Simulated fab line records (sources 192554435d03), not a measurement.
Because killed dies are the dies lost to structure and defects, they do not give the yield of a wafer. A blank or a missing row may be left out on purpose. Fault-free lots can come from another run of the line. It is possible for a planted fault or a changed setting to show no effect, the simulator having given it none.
2 desks, one fault / flow n5Finfet / every desk sees just its own numbers, and what lay behind them comes last

## AT THE METROLOGY DESK
What the gauges read, lot by lot, whatever tool the lot ran on: means of the sampled wafers that have a number. The brackets show how far a lot's mean lies from the usual mean; more than 4 standard deviations puts the lot out of limits, marked OUT.
Columns: A = M13_RS at N5_BEOL_M13_RS_MEAS_54, usual 0.0458 ohm/sq; B = cdNm at N5_BEOL_M14_CD_MEAS_10, usual 250.3 nm
lot=L251; first seen here=day 11 06:28; A=0.0459; B=251.1
lot=L252; first seen here=day 11 09:57; A=0.0462; B=251.2
lot=L254; first seen here=day 11 16:52; A=0.0453; B=251.1
lot=L255; first seen here=day 11 23:24; A=0.0471; B=250.0
lot=L256; first seen here=day 11 23:26; A=0.0465; B=252.4
lot=L258; first seen here=day 12 14:37; A=0.0469; B=251.7
lot=L261; first seen here=day 13 05:11; A=0.0450; B=252.8
lot=L259; first seen here=day 13 08:40; A=0.0460; B=246.8
lot=L265; first seen here=day 15 03:23; A=0.0451; B=245.2
lot=L270; first seen here=day 15 20:32; A=0.0461; B=249.0
lot=L272; first seen here=day 16 08:41; A=0.0460; B=251.6
lot=L274; first seen here=day 17 11:47; A=0.0453; B=250.0
Finding of this desk: none of the 12 lots has anything out of limits.

## THE TOOL OWNER'S DESK: krfScanner-01
The tool's own readings at N5_BEOL_M14_EXPOSE_07 (exposes mask V13): means of the sampled wafers that have a number, for each lot that ran on this tool. The brackets show how far a lot's mean lies from the usual mean; more than 4 standard deviations puts the lot out of limits, marked OUT.
Columns: A = reticleTempC at N5_BEOL_M14_EXPOSE_07, usual 23.01 C
lot=L251; first seen here=day 11 06:56; A=23.00
lot=L252; first seen here=day 11 10:28; A=22.95
lot=L254; first seen here=day 11 17:16; A=23.07
lot=L256; first seen here=day 12 00:05; A=23.12
lot=L261; first seen here=day 13 05:35; A=22.98
lot=L259; first seen here=day 13 09:04; A=23.27
lot=L265; first seen here=day 15 03:54; A=22.87
Finding of this desk: none of the 7 lots has anything out of limits.

## ALL TOGETHER
Nothing out of limits was seen by the metrology desk.
The tool owner's desk saw nothing out of limits.

## WHAT THE SIMULATOR PUT IN
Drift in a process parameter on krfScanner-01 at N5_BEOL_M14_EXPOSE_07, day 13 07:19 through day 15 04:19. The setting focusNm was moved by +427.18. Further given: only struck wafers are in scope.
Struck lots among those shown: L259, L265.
